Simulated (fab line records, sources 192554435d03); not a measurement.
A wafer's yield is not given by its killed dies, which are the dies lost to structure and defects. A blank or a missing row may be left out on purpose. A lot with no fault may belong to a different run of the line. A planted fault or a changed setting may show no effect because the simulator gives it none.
Lot-split experiment    flow n5 finfet    on a route of 1938 steps: 7 lots, 21 wafers read

== ABOUT THE SPLIT ==
At N5_MIM_BOT_ETCH_ETCH_04 (etches SiNx in CF4/O2, target depth 26 nm, time 13 s), the setting time s was moved away from the recipe's 13 s on 6 of the 21 wafers read, by -18.2% to -6.7%. The other wafers ran this setting at the recipe's value.

The reading comes from the split's own step.

== THE READING ==
etch.depth nm (the simulator's own value, which no gauge read), in nm, at N5_MIM_BOT_ETCH_ETCH_04 (etches SiNx in CF4/O2, target depth 26 nm, time 13 s). No usual value for it is given in the file. Average 26.07 nm, standard deviation 0.71 nm, over the 15 wafers here run with the recipe.

wafer   tool, chamber at the split  time s as run, s  against the recipe  etch.depth nm, nm  against lot-mates on the recipe
L076.1  rie diel-06, 2              13                recipe              26.09              -
L076.2  rie diel-06, 1              13                recipe              27.45              -
L076.3  rie diel-06, 3              11.09             -14.7%              21.24              -5.53
L078.4  rie diel-05, 1              12.13             -6.7%               24.24              -1.65
L078.5  rie diel-05, 0              12.13             -6.7%               23.12              -2.77
L078.6  rie diel-05, 1              13                recipe              25.89              -
L082.3  rie diel-06, 0              13                recipe              26.6               -
L082.5  rie diel-06, 3              13                recipe              25                 -
L082.6  rie diel-06, 1              13                recipe              27.13              -
L085.2  rie diel-05, 1              12.01             -7.6%               24.2               -1.12
L085.3  rie diel-05, 3              13                recipe              25.74              -
L085.4  rie diel-05, 0              13                recipe              24.9               -
L086.2  rie diel-06, 0              13                recipe              25.88              -
L086.5  rie diel-06, 2              13                recipe              27.01              -
L086.6  rie diel-06, 3              13                recipe              26.35              -
L089.1  rie diel-02, 2              13                recipe              25.44              -
L089.2  rie diel-02, 1              13                recipe              25.7               -
L089.4  rie diel-02, 3              13                recipe              25.75              -
L091.1  rie diel-05, 3              10.63             -18.2%              20.88              -5.24
L091.3  rie diel-05, 2              10.63             -18.2%              20.18              -5.94
L091.4  rie diel-05, 1              13                recipe              26.12              -

FIT RESULTS
A straight line over all 21 wafers: etch.depth nm changes by +0.31 nm for each +1% of time s; r = +0.94; the points scatter about the line by 0.69 nm.
The same after taking each lot's own level away (the mean of its wafers on the recipe; 21 wafers): +0.316 nm for each +1%; r = +0.95; scatter 0.64 nm.
On that fit, the largest move of time s shifts the reading by 5.8 nm.
From 25.320 to 26.770 nm: that is the span of the lots' own levels, equal to 2.0 times the standard deviation above.
So the lot-to-lot level changes the slope little: the two slopes agree.
Check: -5.98 nm against its lot-mates is what the line predicts for one of the wafers moved furthest among these (-18.2%) when that wafer is left out of the fit. It came out at -5.24 nm against them.

== OTHER SPLITS ON THESE WAFERS ==
These wafers also went through other splits before the reading. Each is held against what the fit with the lots' levels taken away leaves over:
other split on the same wafers  wafers away from the commonest value  r with etch.depth nm (lot level and that fit taken away)
N5_BEOL_M14_EXPOSE_07 dose mj   6                                     +0.30
N5_BEOL_M15_EXPOSE_07 dose mj   6                                     -0.35

== FILE'S OWN FIT ==
etch.depth nm changes by +0.318 nm for each +1% of time s, r = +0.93.
